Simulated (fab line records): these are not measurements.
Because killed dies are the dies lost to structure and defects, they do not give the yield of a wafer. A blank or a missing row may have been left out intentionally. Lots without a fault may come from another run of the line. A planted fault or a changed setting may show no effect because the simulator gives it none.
fab line records :: flow nand-harc
[record]
  lots = 13
  wafers = 38
  last-day = 32
route steps=1302 shown A_ZERO_WELL@401 A_SOURCE_PLATE@416 A_ONON_D1@444 A_CHANNEL_HOLE_D1@465
lots that met no fault: taken from a fault-free run of the same line
start-h: the number of hours between the record's first day and the start of the first shown wafer of the lot :: wait-h: hours since the lot's step before :: " as in the row above :: L1.1+2: several wafers, shown together as one row :: - no value, or no start given :: * or withheld: withheld :: < > ~ a bound
route shown NAME@n: names a module that has steps shown in the file, with the first one's number in the route :: usual: the fault-free wafers' mean and standard deviation :: same: alike in all rows :: chamber/n: place in a boat :: sites: the reading at each site :: _std_site: standard deviation of those values :: _edge_site: outer sites' mean less inner sites' :: radius-mm: for every site, how far away it sits from the centre of the wafer :: mask NAME#n: copy n :: behind: tool/chamber where the wafer was last shaped :: hold: what put the lot on hold/how long, in hours/how the hold closed :: device: whichever transistor did not switch (one of n, p or np) :: end of line: the same wafers' tests at the end of the route :: a step with no rows: only its recipe :: killed: count of dies lost to structure and defects at first sort (not the wafer's yield) :: map: a wafer's dies, x killed, . not, _ none there
set.NAME: the run value of the setting; set.NAME@STEP: its run value at that earlier step :: model.NAME: the simulator's own value behind a step, which no gauge read
steps of the route over a sample of lots; a table a step, a row a wafer
services: the hour from which a tool's chamber was out of use, counted from the record's first day as start-h (under 0 if before that day), plus the number of hours and why
[[steps]]
[step NHARC_A_ZERO_WELL_CD_MEAS_10]
[recipe]
  target-cd-nm = 2000
  landing-energy-ev = 500
[usual]
  cd-nm = 2000.1/1.9
[same]
  landing-energy-ev = 500
lot.wafer: L852.1
tool: cd-sem-02
chamber: 0
start-h: 139.38
wait-h: -
cd-nm: 1999.6

lot.wafer: L852.5
tool: cd-sem-02
chamber: 0
start-h: 139.38
wait-h: -
cd-nm: 1999.2

lot.wafer: L852.6
tool: cd-sem-02
chamber: 0
start-h: 139.38
wait-h: -
cd-nm: 1997.3

lot.wafer: L853.2
tool: cd-sem-03
chamber: 0
start-h: 146.84
wait-h: -
cd-nm: 1998.2

lot.wafer: L853.3
tool: cd-sem-03
chamber: 0
start-h: 146.84
wait-h: -
cd-nm: 2000.6

lot.wafer: L853.5
tool: cd-sem-03
chamber: 0
start-h: 146.84
wait-h: -
cd-nm: 2001.0

lot.wafer: L854.2
tool: cd-sem-03
chamber: 0
start-h: 162.13
wait-h: -
cd-nm: 2001.6

lot.wafer: L854.4
tool: cd-sem-03
chamber: 0
start-h: 162.13
wait-h: -
cd-nm: 2001.1

lot.wafer: L854.6
tool: cd-sem-03
chamber: 0
start-h: 162.13
wait-h: -
cd-nm: 2001.8

lot.wafer: L859.2
tool: cd-sem-03
chamber: 0
start-h: 206.33
wait-h: -
cd-nm: 1999.4

lot.wafer: L859.6
tool: cd-sem-03
chamber: 0
start-h: 206.33
wait-h: -
cd-nm: 1994.1

lot.wafer: L864.3
tool: cd-sem-02
chamber: 0
start-h: 256.33
wait-h: -
cd-nm: 2003.9

lot.wafer: L864.5
tool: cd-sem-02
chamber: 0
start-h: 256.33
wait-h: -
cd-nm: 2001.5

lot.wafer: L864.6
tool: cd-sem-02
chamber: 0
start-h: 256.33
wait-h: -
cd-nm: 2002.1

lot.wafer: L866.1
tool: cd-sem-01
chamber: 0
start-h: 282.27
wait-h: -
cd-nm: 2001.6

lot.wafer: L866.5
tool: cd-sem-01
chamber: 0
start-h: 282.27
wait-h: -
cd-nm: 2002.4

lot.wafer: L866.6
tool: cd-sem-01
chamber: 0
start-h: 282.27
wait-h: -
cd-nm: 2001.6

lot.wafer: L865.2
tool: cd-sem-02
chamber: 0
start-h: 282.83
wait-h: -
cd-nm: 1996.8

lot.wafer: L865.3
tool: cd-sem-02
chamber: 0
start-h: 282.83
wait-h: -
cd-nm: 1999.5

lot.wafer: L865.4
tool: cd-sem-02
chamber: 0
start-h: 282.83
wait-h: -
cd-nm: 2001.0

lot.wafer: L868.2
tool: cd-sem-02
chamber: 0
start-h: 300.93
wait-h: -
cd-nm: 1999.3

lot.wafer: L868.3
tool: cd-sem-02
chamber: 0
start-h: 300.93
wait-h: -
cd-nm: 1998.9

lot.wafer: L868.4
tool: cd-sem-02
chamber: 0
start-h: 300.93
wait-h: -
cd-nm: 1997.4

lot.wafer: L869.2
tool: cd-sem-02
chamber: 0
start-h: 316.03
wait-h: -
cd-nm: 1998.1

lot.wafer: L869.4
tool: cd-sem-02
chamber: 0
start-h: 316.03
wait-h: -
cd-nm: 2000.4

lot.wafer: L869.6
tool: cd-sem-02
chamber: 0
start-h: 316.03
wait-h: -
cd-nm: 2001.4

lot.wafer: L870.1
tool: cd-sem-03
chamber: 0
start-h: 316.70
wait-h: -
cd-nm: 1999.5

lot.wafer: L870.3
tool: cd-sem-03
chamber: 0
start-h: 316.70
wait-h: -
cd-nm: 1999.3

lot.wafer: L870.6
tool: cd-sem-03
chamber: 0
start-h: 316.70
wait-h: -
cd-nm: 1999.2

lot.wafer: L871.1
tool: cd-sem-02
chamber: 0
start-h: 328.29
wait-h: -
cd-nm: 1999.9

lot.wafer: L871.2
tool: cd-sem-02
chamber: 0
start-h: 328.29
wait-h: -
cd-nm: 1999.0

lot.wafer: L871.4
tool: cd-sem-02
chamber: 0
start-h: 328.29
wait-h: -
cd-nm: 2002.0

lot.wafer: L872.1
tool: cd-sem-01
chamber: 0
start-h: 340.26
wait-h: -
cd-nm: 1998.8

lot.wafer: L872.2
tool: cd-sem-01
chamber: 0
start-h: 340.26
wait-h: -
cd-nm: 2001.5

lot.wafer: L872.6
tool: cd-sem-01
chamber: 0
start-h: 340.26
wait-h: -
cd-nm: 2000.1

lot.wafer: L873.3
tool: cd-sem-01
chamber: 0
start-h: 345.52
wait-h: -
cd-nm: 2000.2

lot.wafer: L873.4
tool: cd-sem-01
chamber: 0
start-h: 345.52
wait-h: -
cd-nm: 2001.9

lot.wafer: L873.6
tool: cd-sem-01
chamber: 0
start-h: 345.52
wait-h: -
cd-nm: 1997.5
[step NHARC_A_SOURCE_PLATE_THK_MEAS_09]
[recipe]
  thk-meas-gauge = ellipsometry
[usual]
  thk-nm = 9.8/0.98
lot.wafer: L852.1
tool: film-metro-01
chamber: -
start-h: 150.31
wait-h: 0.4
thk-nm: 9.1

lot.wafer: L852.5
tool: film-metro-01
chamber: -
start-h: 150.31
wait-h: 0.4
thk-nm: 9.4

lot.wafer: L852.6
tool: film-metro-01
chamber: -
start-h: 150.31
wait-h: 0.4
thk-nm: 9.4

lot.wafer: L853.2
tool: film-metro-02
chamber: -
start-h: 155.13
wait-h: 0.4
thk-nm: 12.4

lot.wafer: L853.3
tool: film-metro-02
chamber: -
start-h: 155.13
wait-h: 0.4
thk-nm: 9.9

lot.wafer: L853.5
tool: film-metro-02
chamber: -
start-h: 155.13
wait-h: 0.4
thk-nm: 9.0

lot.wafer: L854.2
tool: film-metro-01
chamber: -
start-h: 170.87
wait-h: 0.4
thk-nm: 10.7

lot.wafer: L854.4
tool: film-metro-01
chamber: -
start-h: 170.87
wait-h: 0.4
thk-nm: 10.8

lot.wafer: L854.6
tool: film-metro-01
chamber: -
start-h: 170.87
wait-h: 0.4
thk-nm: 11.7

lot.wafer: L859.2
tool: film-metro-01
chamber: -
start-h: 215.18
wait-h: 0.4
thk-nm: 8.3

lot.wafer: L859.6
tool: film-metro-01
chamber: -
start-h: 215.18
wait-h: 0.4
thk-nm: 11.6

lot.wafer: L864.3
tool: film-metro-01
chamber: -
start-h: 265.20
wait-h: 0.4
thk-nm: 7.6

lot.wafer: L864.5
tool: film-metro-01
chamber: -
start-h: 265.20
wait-h: 0.4
thk-nm: 10.3

lot.wafer: L864.6
tool: film-metro-01
chamber: -
start-h: 265.20
wait-h: 0.4
thk-nm: 8.0

lot.wafer: L866.1
tool: film-metro-02
chamber: -
start-h: 291.01
wait-h: 0.4
thk-nm: 10.3

lot.wafer: L866.5
tool: film-metro-02
chamber: -
start-h: 291.01
wait-h: 0.4
thk-nm: 8.5

lot.wafer: L866.6
tool: film-metro-02
chamber: -
start-h: 291.01
wait-h: 0.4
thk-nm: 9.2

lot.wafer: L865.2
tool: film-metro-01
chamber: -
start-h: 291.01
wait-h: 0.4
thk-nm: 9.0

lot.wafer: L865.3
tool: film-metro-01
chamber: -
start-h: 291.01
wait-h: 0.4
thk-nm: 8.5

lot.wafer: L865.4
tool: film-metro-01
chamber: -
start-h: 291.01
wait-h: 0.4
thk-nm: 10.7

lot.wafer: L868.2
tool: film-metro-02
chamber: -
start-h: 312.55
wait-h: 0.4
thk-nm: 9.4

lot.wafer: L868.3
tool: film-metro-02
chamber: -
start-h: 312.55
wait-h: 0.4
thk-nm: 9.6

lot.wafer: L868.4
tool: film-metro-02
chamber: -
start-h: 312.55
wait-h: 0.4
thk-nm: 9.5

lot.wafer: L869.2
tool: film-metro-01
chamber: -
start-h: 324.37
wait-h: 0.4
thk-nm: 10.3

lot.wafer: L869.4
tool: film-metro-01
chamber: -
start-h: 324.37
wait-h: 0.4
thk-nm: 9.3

lot.wafer: L869.6
tool: film-metro-01
chamber: -
start-h: 324.37
wait-h: 0.4
thk-nm: 10.0

lot.wafer: L870.1
tool: film-metro-02
chamber: -
start-h: 324.37
wait-h: 0.4
thk-nm: 10.4

lot.wafer: L870.3
tool: film-metro-02
chamber: -
start-h: 324.37
wait-h: 0.4
thk-nm: 11.4

lot.wafer: L870.6
tool: film-metro-02
chamber: -
start-h: 324.37
wait-h: 0.4
thk-nm: 10.2

lot.wafer: L871.1
tool: film-metro-02
chamber: -
start-h: 338.07
wait-h: 0.4
thk-nm: 10.6

lot.wafer: L871.2
tool: film-metro-02
chamber: -
start-h: 338.07
wait-h: 0.4
thk-nm: 10.2

lot.wafer: L871.4
tool: film-metro-02
chamber: -
start-h: 338.07
wait-h: 0.4
thk-nm: 7.1

lot.wafer: L872.1
tool: film-metro-01
chamber: -
start-h: 348.52
wait-h: 0.4
thk-nm: 10.1

lot.wafer: L872.2
tool: film-metro-01
chamber: -
start-h: 348.52
wait-h: 0.4
thk-nm: 7.9

lot.wafer: L872.6
tool: film-metro-01
chamber: -
start-h: 348.52
wait-h: 0.4
thk-nm: 12.1

lot.wafer: L873.3
tool: film-metro-02
chamber: -
start-h: 353.82
wait-h: 0.4
thk-nm: 9.5

lot.wafer: L873.4
tool: film-metro-02
chamber: -
start-h: 353.82
wait-h: 0.4
thk-nm: 9.6

lot.wafer: L873.6
tool: film-metro-02
chamber: -
start-h: 353.82
wait-h: 0.4
thk-nm: 10.7
[step NHARC_A_ONON_D1_DEP_28]
[recipe]
  target-thk-a = 10000
  n2-flow-sccm = 2750
  n2o-flow-sccm = 2000
  nh3-flow-sccm = 500
  sih4-flow-sccm = 210
  temp-c = 400
lot.wafer: L852.1+5+6
tool: pecvd-onon-01
chamber: 0
start-h: 178.18
wait-h: 0.1

lot.wafer: L853.2+3+5
tool: pecvd-onon-03
chamber: 0
start-h: 178.24
wait-h: 0.1

lot.wafer: L854.2+4+6
tool: pecvd-onon-01
chamber: 0
start-h: 197.19
wait-h: 0.1

lot.wafer: L859.2+6
tool: pecvd-onon-01
chamber: 0
start-h: 241.66
wait-h: 0.1

lot.wafer: L864.3+5+6
tool: pecvd-onon-04
chamber: 0
start-h: 290.21
wait-h: 0.2

lot.wafer: L866.1+5+6
tool: pecvd-onon-03
chamber: 0
start-h: 318.74
wait-h: 0.1

lot.wafer: L865.2+3+4
tool: pecvd-onon-01
chamber: 0
start-h: 319.01
wait-h: 0.1

lot.wafer: L868.2+3+4
tool: pecvd-onon-04
chamber: 0
start-h: 341.93
wait-h: 0.1

lot.wafer: L870.1+3+6
tool: pecvd-onon-03
chamber: 0
start-h: 352.06
wait-h: 0.1

lot.wafer: L869.2+4+6
tool: pecvd-onon-01
chamber: 0
start-h: 352.10
wait-h: 0.1

lot.wafer: L871.1+2+4
tool: pecvd-onon-04
chamber: 0
start-h: 363.56
wait-h: 0.1

lot.wafer: L872.1+2+6
tool: pecvd-onon-03
chamber: 0
start-h: 373.64
wait-h: 0.1

lot.wafer: L873.3+4+6
tool: pecvd-onon-04
chamber: 0
start-h: 381.93
wait-h: 0.2
[step NHARC_A_ONON_D1_THK_MEAS_30]
[recipe]
  thk-meas-gauge = ellipsometry
[usual]
  thk-nm = 1006/9.6
lot.wafer: L853.2
tool: film-metro-02
chamber: -
start-h: 178.69
wait-h: -
thk-nm: 1000

lot.wafer: L853.3
tool: film-metro-02
chamber: -
start-h: 178.69
wait-h: -
thk-nm: 1003

lot.wafer: L853.5
tool: film-metro-02
chamber: -
start-h: 178.69
wait-h: -
thk-nm: 1002

lot.wafer: L852.1
tool: film-metro-01
chamber: -
start-h: 178.69
wait-h: -
thk-nm: 1009

lot.wafer: L852.5
tool: film-metro-01
chamber: -
start-h: 178.69
wait-h: -
thk-nm: 1009

lot.wafer: L852.6
tool: film-metro-01
chamber: -
start-h: 178.69
wait-h: -
thk-nm: 1009

lot.wafer: L854.2
tool: film-metro-01
chamber: -
start-h: 197.67
wait-h: -
thk-nm: 1015

lot.wafer: L854.4
tool: film-metro-01
chamber: -
start-h: 197.67
wait-h: -
thk-nm: 1016

lot.wafer: L854.6
tool: film-metro-01
chamber: -
start-h: 197.67
wait-h: -
thk-nm: 1015

lot.wafer: L859.2
tool: film-metro-02
chamber: -
start-h: 242.12
wait-h: -
thk-nm: 998

lot.wafer: L859.6
tool: film-metro-02
chamber: -
start-h: 242.12
wait-h: -
thk-nm: 701

lot.wafer: L864.3
tool: film-metro-01
chamber: -
start-h: 290.61
wait-h: -
thk-nm: 1010

lot.wafer: L864.5
tool: film-metro-01
chamber: -
start-h: 290.61
wait-h: -
thk-nm: 1010

lot.wafer: L864.6
tool: film-metro-01
chamber: -
start-h: 290.61
wait-h: -
thk-nm: 1011

lot.wafer: L866.1
tool: film-metro-01
chamber: -
start-h: 319.25
wait-h: -
thk-nm: 1002

lot.wafer: L866.5
tool: film-metro-01
chamber: -
start-h: 319.25
wait-h: -
thk-nm: 1002

lot.wafer: L866.6
tool: film-metro-01
chamber: -
start-h: 319.25
wait-h: -
thk-nm: 1001

lot.wafer: L865.2
tool: film-metro-01
chamber: -
start-h: 319.47
wait-h: -
thk-nm: 1004

lot.wafer: L865.3
tool: film-metro-01
chamber: -
start-h: 319.47
wait-h: -
thk-nm: 1001

lot.wafer: L865.4
tool: film-metro-01
chamber: -
start-h: 319.47
wait-h: -
thk-nm: 1005

lot.wafer: L868.2
tool: film-metro-02
chamber: -
start-h: 342.38
wait-h: -
thk-nm: 1006

lot.wafer: L868.3
tool: film-metro-02
chamber: -
start-h: 342.38
wait-h: -
thk-nm: 1008

lot.wafer: L868.4
tool: film-metro-02
chamber: -
start-h: 342.38
wait-h: -
thk-nm: 1007

lot.wafer: L869.2
tool: film-metro-01
chamber: -
start-h: 352.55
wait-h: -
thk-nm: 1015

lot.wafer: L869.4
tool: film-metro-01
chamber: -
start-h: 352.55
wait-h: -
thk-nm: 1012

lot.wafer: L869.6
tool: film-metro-01
chamber: -
start-h: 352.55
wait-h: -
thk-nm: 1013

lot.wafer: L870.1
tool: film-metro-02
chamber: -
start-h: 352.57
wait-h: -
thk-nm: 1010

lot.wafer: L870.3
tool: film-metro-02
chamber: -
start-h: 352.57
wait-h: -
thk-nm: 1011

lot.wafer: L870.6
tool: film-metro-02
chamber: -
start-h: 352.57
wait-h: -
thk-nm: 1010

lot.wafer: L871.1
tool: film-metro-02
chamber: -
start-h: 364.08
wait-h: -
thk-nm: 984

lot.wafer: L871.2
tool: film-metro-02
chamber: -
start-h: 364.08
wait-h: -
thk-nm: 983

lot.wafer: L871.4
tool: film-metro-02
chamber: -
start-h: 364.08
wait-h: -
thk-nm: 985

lot.wafer: L872.1
tool: film-metro-01
chamber: -
start-h: 374.16
wait-h: -
thk-nm: 995

lot.wafer: L872.2
tool: film-metro-01
chamber: -
start-h: 374.16
wait-h: -
thk-nm: 995

lot.wafer: L872.6
tool: film-metro-01
chamber: -
start-h: 374.16
wait-h: -
thk-nm: 995

lot.wafer: L873.3
tool: film-metro-01
chamber: -
start-h: 382.33
wait-h: -
thk-nm: 1017

lot.wafer: L873.4
tool: film-metro-01
chamber: -
start-h: 382.33
wait-h: -
thk-nm: 1015

lot.wafer: L873.6
tool: film-metro-01
chamber: -
start-h: 382.33
wait-h: -
thk-nm: 1018
[step NHARC_A_CHANNEL_HOLE_D1_DESCUM_15]
[recipe]
  time-s = 3
  o2-flow-sccm = 200
  ar-flow-sccm = 0
  bias-power-w = 0
  chemistry = O2
[usual]
  drypump-motor-current-A = 5.7/0.5
  oes-product-au = 1.000/0.013
  rf-vpp-V = 57.9/0.88
  showerhead-plenum-p-Torr = 1.94/0.071
  throttle-valve-pct = 11.311/0.009
lot.wafer: L853.2
tool: rie-diel-09
chamber: 3
start-h: 184.10
wait-h: 0.1
drypump-motor-current-A: 4.9
oes-product-au: 0.988
rf-hours-counter-h: 1
rf-vpp-V: 58.1
showerhead-plenum-p-Torr: 1.91
throttle-valve-pct: 11.323

lot.wafer: L853.3
tool: rie-diel-09
chamber: 2
start-h: 184.10
wait-h: 0.1
drypump-motor-current-A: 5.7
oes-product-au: 0.995
rf-hours-counter-h: -
rf-vpp-V: 57.9
showerhead-plenum-p-Torr: 2.02
throttle-valve-pct: 11.322

lot.wafer: L853.5
tool: rie-diel-09
chamber: 3
start-h: 184.10
wait-h: 0.1
drypump-motor-current-A: 4.9
oes-product-au: 0.988
rf-hours-counter-h: -
rf-vpp-V: 57.5
showerhead-plenum-p-Torr: 1.91
throttle-valve-pct: 11.309

lot.wafer: L852.1
tool: rie-diel-09
chamber: 2
start-h: 184.69
wait-h: 0.1
drypump-motor-current-A: 5.7
oes-product-au: 0.993
rf-hours-counter-h: 2
rf-vpp-V: 59.0
showerhead-plenum-p-Torr: 2.02
throttle-valve-pct: 11.310

lot.wafer: L852.6
tool: rie-diel-09
chamber: 2
start-h: 184.69
wait-h: 0.1
drypump-motor-current-A: 5.7
oes-product-au: 0.992
rf-hours-counter-h: -
rf-vpp-V: 57.4
showerhead-plenum-p-Torr: 2.02
throttle-valve-pct: 11.315

lot.wafer: L852.5
tool: rie-diel-09
chamber: 3
start-h: 184.69
wait-h: 0.1
drypump-motor-current-A: 4.8
oes-product-au: 0.983
rf-hours-counter-h: -
rf-vpp-V: 57.8
showerhead-plenum-p-Torr: 1.91
throttle-valve-pct: 11.307

lot.wafer: L854.2
tool: rie-diel-09
chamber: 1
start-h: 202.79
wait-h: 0.1
drypump-motor-current-A: 6.3
oes-product-au: 1.026
rf-hours-counter-h: 2
rf-vpp-V: 57.4
showerhead-plenum-p-Torr: 2.00
throttle-valve-pct: 11.303

lot.wafer: L854.4
tool: rie-diel-09
chamber: 2
start-h: 202.79
wait-h: 0.1
drypump-motor-current-A: 5.7
oes-product-au: 0.992
rf-hours-counter-h: 5
rf-vpp-V: 58.4
showerhead-plenum-p-Torr: 2.02
throttle-valve-pct: 11.311

lot.wafer: L854.6
tool: rie-diel-09
chamber: 1
start-h: 202.79
wait-h: 0.1
drypump-motor-current-A: 6.2
oes-product-au: 1.017
rf-hours-counter-h: -
rf-vpp-V: 58.5
showerhead-plenum-p-Torr: 2.00
throttle-valve-pct: 11.289

lot.wafer: L859.2
tool: rie-diel-09
chamber: 0
start-h: 247.84
wait-h: 0.1
drypump-motor-current-A: 5.6
oes-product-au: 1.016
rf-hours-counter-h: 5
rf-vpp-V: 59.1
showerhead-plenum-p-Torr: 1.99
throttle-valve-pct: 11.307

lot.wafer: L859.6
tool: rie-diel-09
chamber: 1
start-h: 247.84
wait-h: 0.1
drypump-motor-current-A: 6.3
oes-product-au: 1.025
rf-hours-counter-h: -
rf-vpp-V: 58.4
showerhead-plenum-p-Torr: 2.00
throttle-valve-pct: 11.317

lot.wafer: L864.3
tool: rie-diel-09
chamber: 2
start-h: 296.16
wait-h: 0.1
drypump-motor-current-A: 5.7
oes-product-au: 0.995
rf-hours-counter-h: 16
rf-vpp-V: 58.7
showerhead-plenum-p-Torr: 2.02
throttle-valve-pct: 11.301

lot.wafer: L864.5
tool: rie-diel-09
chamber: 1
start-h: 296.16
wait-h: 0.1
drypump-motor-current-A: 6.3
oes-product-au: 1.015
rf-hours-counter-h: -
rf-vpp-V: 57.8
showerhead-plenum-p-Torr: 2.00
throttle-valve-pct: 11.334

lot.wafer: L864.6
tool: rie-diel-09
chamber: 2
start-h: 296.16
wait-h: 0.1
drypump-motor-current-A: 5.8
oes-product-au: 0.985
rf-hours-counter-h: -
rf-vpp-V: 58.8
showerhead-plenum-p-Torr: 2.02
throttle-valve-pct: 11.308

lot.wafer: L866.1
tool: rie-diel-03
chamber: 1
start-h: 322.73
wait-h: 0.1
drypump-motor-current-A: 5.1
oes-product-au: 0.994
rf-hours-counter-h: 13
rf-vpp-V: 57.1
showerhead-plenum-p-Torr: 1.91
throttle-valve-pct: 11.314

lot.wafer: L866.6
tool: rie-diel-03
chamber: 1
start-h: 322.73
wait-h: 0.1
drypump-motor-current-A: 5.1
oes-product-au: 0.991
rf-hours-counter-h: -
rf-vpp-V: 57.9
showerhead-plenum-p-Torr: 1.91
throttle-valve-pct: 11.321

lot.wafer: L866.5
tool: rie-diel-03
chamber: 2
start-h: 322.73
wait-h: 0.1
drypump-motor-current-A: 6.2
oes-product-au: 1.000
rf-hours-counter-h: -
rf-vpp-V: 57.6
showerhead-plenum-p-Torr: 1.89
throttle-valve-pct: 11.314

lot.wafer: L865.2
tool: rie-diel-03
chamber: 3
start-h: 323.09
wait-h: 0.1
drypump-motor-current-A: 6.0
oes-product-au: 1.014
rf-hours-counter-h: 9
rf-vpp-V: 58.1
showerhead-plenum-p-Torr: 1.93
throttle-valve-pct: 11.315

lot.wafer: L865.4
tool: rie-diel-03
chamber: 0
start-h: 323.09
wait-h: 0.1
drypump-motor-current-A: 6.4
oes-product-au: 0.996
rf-hours-counter-h: 11
rf-vpp-V: 57.5
showerhead-plenum-p-Torr: 1.80
throttle-valve-pct: 11.321

lot.wafer: L865.3
tool: rie-diel-03
chamber: 2
start-h: 323.09
wait-h: 0.1
drypump-motor-current-A: 6.2
oes-product-au: 1.017
rf-hours-counter-h: 12
rf-vpp-V: 60.5
showerhead-plenum-p-Torr: 1.89
throttle-valve-pct: 11.302

lot.wafer: L868.3
tool: rie-diel-07
chamber: 3
start-h: 348.82
wait-h: 0.1
drypump-motor-current-A: 5.6
oes-product-au: 1.010
rf-hours-counter-h: 12
rf-vpp-V: 56.6
showerhead-plenum-p-Torr: 1.77
throttle-valve-pct: 11.330

lot.wafer: L868.2
tool: rie-diel-07
chamber: 0
start-h: 348.82
wait-h: 0.1
drypump-motor-current-A: 5.7
oes-product-au: 0.994
rf-hours-counter-h: 10
rf-vpp-V: 58.0
showerhead-plenum-p-Torr: 1.86
throttle-valve-pct: 11.311

lot.wafer: L868.4
tool: rie-diel-07
chamber: 2
start-h: 348.82
wait-h: 0.1
drypump-motor-current-A: 5.9
oes-product-au: 1.014
rf-hours-counter-h: -
rf-vpp-V: 57.6
showerhead-plenum-p-Torr: 1.86
throttle-valve-pct: 11.324

lot.wafer: L869.2
tool: rie-diel-09
chamber: 3
start-h: 358.14
wait-h: 0.1
drypump-motor-current-A: 4.9
oes-product-au: 0.992
rf-hours-counter-h: 2
rf-vpp-V: 59.0
showerhead-plenum-p-Torr: 1.90
throttle-valve-pct: 11.311

lot.wafer: L869.6
tool: rie-diel-09
chamber: 3
start-h: 358.14
wait-h: 0.1
drypump-motor-current-A: 4.9
oes-product-au: 0.989
rf-hours-counter-h: -
rf-vpp-V: 57.5
showerhead-plenum-p-Torr: 1.90
throttle-valve-pct: 11.327

lot.wafer: L869.4
tool: rie-diel-09
chamber: 0
start-h: 358.14
wait-h: 0.1
drypump-motor-current-A: 5.6
oes-product-au: 1.013
rf-hours-counter-h: -
rf-vpp-V: 57.8
showerhead-plenum-p-Torr: 1.98
throttle-valve-pct: 11.325

lot.wafer: L870.3
tool: rie-diel-03
chamber: 1
start-h: 358.87
wait-h: 0.1
drypump-motor-current-A: 5.1
oes-product-au: 1.003
rf-hours-counter-h: 33
rf-vpp-V: 59.5
showerhead-plenum-p-Torr: 1.90
throttle-valve-pct: 11.303

lot.wafer: L870.1
tool: rie-diel-03
chamber: 2
start-h: 358.87
wait-h: 0.1
drypump-motor-current-A: 6.2
oes-product-au: 1.014
rf-hours-counter-h: 27
rf-vpp-V: 58.4
showerhead-plenum-p-Torr: 1.89
throttle-valve-pct: 11.299

lot.wafer: L870.6
tool: rie-diel-03
chamber: 1
start-h: 358.87
wait-h: 0.1
drypump-motor-current-A: 5.1
oes-product-au: 0.982
rf-hours-counter-h: -
rf-vpp-V: 57.2
showerhead-plenum-p-Torr: 1.90
throttle-valve-pct: 11.317

lot.wafer: L871.1
tool: rie-diel-03
chamber: 3
start-h: 368.99
wait-h: 0.1
drypump-motor-current-A: 6.0
oes-product-au: 0.999
rf-hours-counter-h: 25
rf-vpp-V: 57.3
showerhead-plenum-p-Torr: 1.93
throttle-valve-pct: 11.304

lot.wafer: L871.4
tool: rie-diel-03
chamber: 0
start-h: 368.99
wait-h: 0.1
drypump-motor-current-A: 6.4
oes-product-au: 1.003
rf-hours-counter-h: 31
rf-vpp-V: 57.4
showerhead-plenum-p-Torr: 1.79
throttle-valve-pct: 11.315

lot.wafer: L871.2
tool: rie-diel-03
chamber: 1
start-h: 368.99
wait-h: 0.1
drypump-motor-current-A: 5.1
oes-product-au: 1.004
rf-hours-counter-h: 37
rf-vpp-V: 57.3
showerhead-plenum-p-Torr: 1.90
throttle-valve-pct: 11.312

lot.wafer: L872.1
tool: rie-diel-07
chamber: 1
start-h: 385.36
wait-h: 0.1
drypump-motor-current-A: 6.5
oes-product-au: 0.999
rf-hours-counter-h: 14
rf-vpp-V: 58.1
showerhead-plenum-p-Torr: 2.00
throttle-valve-pct: 11.294

lot.wafer: L872.2
tool: rie-diel-07
chamber: 3
start-h: 385.36
wait-h: 0.1
drypump-motor-current-A: 5.7
oes-product-au: 0.997
rf-hours-counter-h: 23
rf-vpp-V: 57.4
showerhead-plenum-p-Torr: 1.77
throttle-valve-pct: 11.299

lot.wafer: L872.6
tool: rie-diel-07
chamber: 0
start-h: 385.36
wait-h: 0.1
drypump-motor-current-A: 5.8
oes-product-au: 0.986
rf-hours-counter-h: -
rf-vpp-V: 58.2
showerhead-plenum-p-Torr: 1.86
throttle-valve-pct: 11.302

lot.wafer: L873.4
tool: rie-diel-09
chamber: 1
start-h: 393.40
wait-h: 0.1
drypump-motor-current-A: 6.4
oes-product-au: 1.009
rf-hours-counter-h: 2
rf-vpp-V: 58.5
showerhead-plenum-p-Torr: 2.00
throttle-valve-pct: 11.308

lot.wafer: L873.3
tool: rie-diel-09
chamber: 2
start-h: 393.40
wait-h: 0.1
drypump-motor-current-A: 5.7
oes-product-au: 1.002
rf-hours-counter-h: 3
rf-vpp-V: 57.9
showerhead-plenum-p-Torr: 2.01
throttle-valve-pct: 11.313

lot.wafer: L873.6
tool: rie-diel-09
chamber: 2
start-h: 393.40
wait-h: 0.1
drypump-motor-current-A: 5.7
oes-product-au: 0.994
rf-hours-counter-h: -
rf-vpp-V: 58.3
showerhead-plenum-p-Torr: 2.01
throttle-valve-pct: 11.302
[[services]]
tool: rie-diel-07
chamber: 1
start-h: 171.26
hours: 18.0
kind: repair

tool: rie-diel-07
chamber: 2
start-h: 174.65
hours: 3.1
kind: repair

tool: rie-diel-09
chamber: 0
start-h: 176.60
hours: -
kind: clean

tool: rie-diel-09
chamber: 1
start-h: 176.60
hours: -
kind: clean

tool: rie-diel-09
chamber: 1
start-h: 180.14
hours: 17.5
kind: repair

tool: rie-diel-09
chamber: 0
start-h: 183.94
hours: 16.0
kind: repair

tool: rie-diel-07
chamber: -
start-h: 209.11
hours: 3.7
kind: repair

tool: rie-diel-09
chamber: 3
start-h: 217.30
hours: 9.9
kind: repair

tool: pecvd-onon-03
chamber: -
start-h: 227.00
hours: 13.0
kind: pm

tool: rie-diel-03
chamber: 0
start-h: 237.81
hours: 4.4
kind: repair

tool: rie-diel-09
chamber: 1
start-h: 255.39
hours: 4.3
kind: repair

tool: rie-diel-07
chamber: -
start-h: 256.10
hours: 1.2
kind: repair

tool: rie-diel-03
chamber: 3
start-h: 261.51
hours: 4.8
kind: repair

tool: rie-diel-07
chamber: 1
start-h: 264.02
hours: 4.4
kind: repair

tool: rie-diel-09
chamber: 1
start-h: 266.29
hours: 18.7
kind: repair

tool: pecvd-onon-01
chamber: -
start-h: 269.42
hours: 13.0
kind: pm

tool: rie-diel-03
chamber: -
start-h: 281.30
hours: 9.0
kind: pm

tool: rie-diel-07
chamber: -
start-h: 294.39
hours: 9.0
kind: pm

tool: pecvd-onon-04
chamber: -
start-h: 311.00
hours: 13.0
kind: pm

tool: rie-diel-09
chamber: -
start-h: 320.10
hours: 9.0
kind: pm

tool: rie-diel-07
chamber: 1
start-h: 332.23
hours: 22.9
kind: repair

tool: rie-diel-07
chamber: 0
start-h: 334.75
hours: 6.6
kind: repair

tool: rie-diel-09
chamber: 1
start-h: 349.39
hours: 13.8
kind: repair

tool: rie-diel-09
chamber: 3
start-h: 373.33
hours: 1.9
kind: repair
[[key]]
[first-sign]
  step = NHARC_A_ONON_D1_THK_MEAS_30
  reading = thk-nm
  direction = down
  sigmas = 32
  usual = 1006
  struck = 701
effect none on later readings
met-at NHARC_A_ONON_D1_DEP_28
struck-lots L859
struck-wafers L859.6
sort-left-out L859.6
tester-left-out L859
not-acting-at NHARC_A_ZERO_WELL_CD_MEAS_10,NHARC_A_SOURCE_PLATE_THK_MEAS_09,NHARC_A_CHANNEL_HOLE_D1_DESCUM_15
onset-between 197.19 241.66
[fault]
  kind = process-parameter-drift
  tool = pecvd-onon-01
  chamber = -
  onset-h = 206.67
  steps = NHARC_A_ONON_D1_DEP_28
  channel = target-thk-a
  offset = *
  shape = step
  end-h = 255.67
  scope = struck-wafers-only
  acts-in = *
  stated = *
// tester-left-out: of these lots the tester's yield and bins aren't shown, on N5 and GAA mostly nor the transistor test; their killed dies are dies lost to structure and defects alone, not to doping, threshold or leakage, so they don't give the yield
// sort-left-out: the simulated sort isn't trusted on such a fault, so these wafers' sort isn't shown, and their yield isn't known
